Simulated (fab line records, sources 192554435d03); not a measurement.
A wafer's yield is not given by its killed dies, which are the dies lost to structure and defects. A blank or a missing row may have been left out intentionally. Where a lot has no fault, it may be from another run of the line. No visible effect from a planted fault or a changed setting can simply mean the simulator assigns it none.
The tool behind it: which one? | flow n5Finfet | 24 lots, 72 wafers sampled, at 1 step of a route of 1938

## WHAT THE GAUGES SHOWED, per wafer
N5_BEOL_M9_INSPECT_13: inspects for defects (brightfield). Usual: rawDefectCount 403, standard deviation 100.
lot  | measured     | on               | rawDefectCount | flag
L074 | day 9 16:33  | defectInspect-02 | 353 403 444    | 
L076 | day 9 17:46  | defectInspect-02 | 412 398 303    | 
L075 | day 10 01:59 | defectInspect-02 | 287 387 272    | 
L078 | day 10 05:40 | defectInspect-01 | 471 339 365    | 
L077 | day 10 11:07 | defectInspect-02 | 390 422 379    | 
L079 | day 10 17:41 | defectInspect-02 | 365 380 370    | 
L080 | day 10 22:35 | defectInspect-02 | 511 550 589    | 
L081 | day 11 05:53 | defectInspect-02 | 752 406 519    | 
L083 | day 11 18:37 | defectInspect-01 | 507 353 478    | 
L082 | day 11 18:53 | defectInspect-01 | 611 448 446    | 
L084 | day 11 23:13 | defectInspect-01 | 545 528 462    | 
L085 | day 12 04:56 | defectInspect-02 | 388 313 275    | 
L086 | day 12 11:59 | defectInspect-02 | 616 570 433    | 
L087 | day 12 23:32 | defectInspect-02 | 278 293 366    | 
L088 | day 13 00:32 | defectInspect-01 | 326 284 426    | 
L089 | day 13 07:27 | defectInspect-01 | 294 441 318    | 
L090 | day 13 07:55 | defectInspect-02 | 371 365 424    | 
L091 | day 13 19:47 | defectInspect-02 | 393 384 301    | 
L092 | day 14 05:13 | defectInspect-02 | 319 490 291    | 
L094 | day 14 14:55 | defectInspect-01 | 421 321 414    | 
L093 | day 14 19:35 | defectInspect-02 | 469 491 545    | 
L095 | day 14 21:51 | defectInspect-01 | 275 289 360    | 
L096 | day 15 02:19 | defectInspect-02 | 399 400 263    | 
L097 | day 15 12:38 | defectInspect-02 | 415 353 330    | 

## WHAT TOOL EACH LOT RAN ON (gives the tool, then ch and the chambers of the sampled wafers, and finally the start)
The record holds no process step before these readings.

## WHAT THE TOOLS THEMSELVES READ (means of the sampled wafers that have a number; where no wafer has one, the mark that the record gives instead)
The record holds no such reading with a usual standard deviation.

## THE ANSWER, worked out from the rows above alone
Rule: lot off if the mean of its wafers having a number is beyond 3 standard deviations from the usual mean. A lot without any number at a reading at which 4 lots or more have one is off too. All remaining lots with rows at the step are treated as sound. Order of review: gauges by route order, followed by the tools' own readings, for which a lot's mean as printed above is used. The first step at which some lot is off is used, and at that step the reading that is off furthest; a lot without a number counts as furthest.
Nothing can be told from this: no lot is off at any reading shown.

## WHAT HAD BEEN PUT IN BY THE SIMULATOR
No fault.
